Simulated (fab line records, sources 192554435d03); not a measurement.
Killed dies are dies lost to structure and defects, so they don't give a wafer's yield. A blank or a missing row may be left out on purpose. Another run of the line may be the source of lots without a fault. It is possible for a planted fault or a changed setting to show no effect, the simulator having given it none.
Comparing a struck lot with a sound one + flow n5 finfet + 18 steps out of a route of 1938
Sound: wafers L456.2, L456.4, L456.5. Struck: wafer L448.1 (left out: L448.2, L448.6 of the same lot, which were not struck); the cause appears at the end.
At each step with rows: each side's tool, then ch and its chambers, then its first start. Under that, the readings that differ: sound wafers + struck wafers + difference of the means + sigmas: that difference in standard deviations of wafers without a fault.
alike: a reading whose means differ by less than 2 such deviations, as well as words and numbers matching on both sides. not compared: withheld readings; readings where some wafer has no value; bounds like >300 that might hide an equal value; numbers whose values overlap and for which the record gives no deviation.
A row with sigmas, a row that says differs or no value, or rows on one side alone: a step with any of these is where the two part. When numbers do not overlap yet have no deviation, they are printed without sigmas and do not part them. A reading missing from all wafers of one side parts the sides only when that side holds two or more wafers.

first, 1 step without rows for these wafers: N5_SD_EPI_N_DEVELOP_08 (develop time 30 s).
N5_SD_EPI_N_CD_MEAS_09: target cd 120 nm.
  sound on cd sem-03 ch 0, day 6 19:29; struck on cd sem-03 ch 0, day 4 20:10
  alike: cd nm
N5_SD_EPI_N_OVL_MEAS_10:
  sound on overlay-01 ch 0, day 6 19:31; struck on overlay-02 ch 0, day 4 20:11
  alike: SD_N_BLK_OVL
N5_SD_EPI_N_INSPECT_11: inspects for defects (macro).
  struck on defect inspect-02, day 4 20:13; sound on defect inspect-02, day 6 19:32
  alike: raw defect count
N5_SD_EPI_N_DESCUM_14: chemistry O2, time 7.9 s.
  sound on rie diel-03 ch 0,2,3, day 6 19:34; struck on rie diel-05 ch 3, day 4 20:15
  alike: drypump motor current A, oes product au, rf vpp V, showerhead plenum p Torr, throttle valve pct
  not compared: rf hours counter h
N5_SD_EPI_N_ETCH_34: etches SiARC in CF4, target depth 45.5 nm, time 75.8 s.
  sound on rie diel-03 ch 0,2,3, day 6 19:36; struck on rie diel-05 ch 3, day 4 20:17
| reading      | sound             | struck | difference | sigmas |
|--------------|-------------------|--------|------------|--------|
| rf vpp V (V) | 185.7 186.5 184.0 | 182.5  | -2.9       | -2     |
  alike: drypump motor current A, etch rf on time s, oes product au, showerhead plenum p Torr, throttle valve pct
  not compared: rf hours counter h
then, 3 steps without rows for these wafers: N5_SD_EPI_N_ETCH_35 (etches SOC in N2/H2, overetch 108 nm, time 486 s); N5_SD_EPI_N_STRIP_36 (strips in N2/H2); N5_SD_EPI_N_ETCHBACK_44 (etches SiNx in CH3F/O2, stops on SiO2, target depth 14.5 nm).
N5_SD_EPI_N_ETCH_45: etches SiOCN in CH3F/O2, target depth 6 nm.
  sound on rie diel-03 ch 0,2,3, day 6 20:05; struck on rie diel-05 ch 3, day 4 20:46
| reading      | sound             | struck | difference | sigmas |
|--------------|-------------------|--------|------------|--------|
| rf vpp V (V) | 129.2 128.1 127.0 | 126.1  | -2.0       | -2     |
  alike: O2_flow_sccm, drypump motor current A, oes product au, showerhead plenum p Torr, throttle valve pct
  not compared: rf hours counter h
N5_SD_EPI_N_ETCH_16: etches SiO2 in CHF3/O2, target depth 5 nm.
  sound on rie diel-03 ch 0,2,3, day 6 20:11; struck on rie diel-05 ch 3, day 4 20:52
  alike: O2_flow_sccm, drypump motor current A, oes product au, rf vpp V, showerhead plenum p Torr, throttle valve pct
  not compared: rf hours counter h
then, 1 step without rows for these wafers: N5_SD_EPI_N_STRIP_47 (strips in CHF3/O2).
N5_SD_EPI_N_SD_RECESS_17: chemistry HBr/Cl2/O2, target depth 41 nm, time 23.7 s, bt time 3 s.
  sound on rie si-02 ch 1,2,3, day 6 20:16; struck on rie si-01 ch 3, day 4 20:56
| reading                                 | sound             | struck | difference | sigmas |
|-----------------------------------------|-------------------|--------|------------|--------|
| model.SD_EPI_N.feature depth nm (nm)    | 41.8 41.4 41.6    | 44.8   | +3.2       |        |
| model.etch.depth nm (nm)                | 41.82 41.47 41.57 | 44.84  | +3.22      |        |
| model.Si_of_WELL_APT_EPI_41.thk nm (nm) | 6.4 8 7.2         | 5      | -2         |        |
  alike: O2_flow_sccm, drypump motor current A, oes product au, throttle valve pct
  not compared: rf hours counter h
N5_SD_EPI_N_STRIP_38: strips in N2/H2.
  sound on plasma asher-01 ch 0, day 6 20:21; struck on plasma asher-01 ch 0, day 4 21:02
  alike: drypump motor current A, heater power w, oes product au
  not compared: rf hours counter h
then, 1 step without rows for these wafers: N5_SD_EPI_N_WET_ETCH_43 (etches SiO2 in dHF, time 14 s, target depth 1.5 nm).
N5_SD_EPI_N_STRIP_18: strips in SPM, time 750 s.
  sound on wet bench-01 ch 0,1,7, day 6 20:26; struck on wet bench-01 ch 6, day 4 21:08
| reading                                 | sound     | struck | difference | sigmas |
|-----------------------------------------|-----------|--------|------------|--------|
| model.Si_of_WELL_APT_EPI_41.thk nm (nm) | 6 7.6 6.8 | 4.6    | -2.2       |        |
  alike: bath guard temp C
then, 1 step without rows for these wafers: N5_SD_EPI_N_SRD_20 (time 30 s).
-- the record jumps here: 9 days lie between the struck wafers' starts before and after (it left off in module SD_EPI_N and takes up again in module PASSIVATION, whose first step shown is number 1936 of the route) --
N5_PASSIVATION_PROBE_49:
  struck on prober-01, day 13 18:38; sound on prober-02, day 15 22:04
| reading            | sound     | struck | difference | sigmas |
|--------------------|-----------|--------|------------|--------|
| killed_at_M0_to_M3 | 26 34 33  | 58     | +27        | +2     |
| killed_at_M4_up    | 8 8 8     | 20     | +12        | +2     |
| killed dies        | 76 101 85 | 123    | +36        | +2     |
  alike: killed at contacts, killed at front end, killed at other, killed open, killed short

WHERE THEY PART
Last at N5_PASSIVATION_PROBE_49 as far as this record goes, first at N5_SD_EPI_N_ETCH_34.

WHY: whatever the simulator had introduced
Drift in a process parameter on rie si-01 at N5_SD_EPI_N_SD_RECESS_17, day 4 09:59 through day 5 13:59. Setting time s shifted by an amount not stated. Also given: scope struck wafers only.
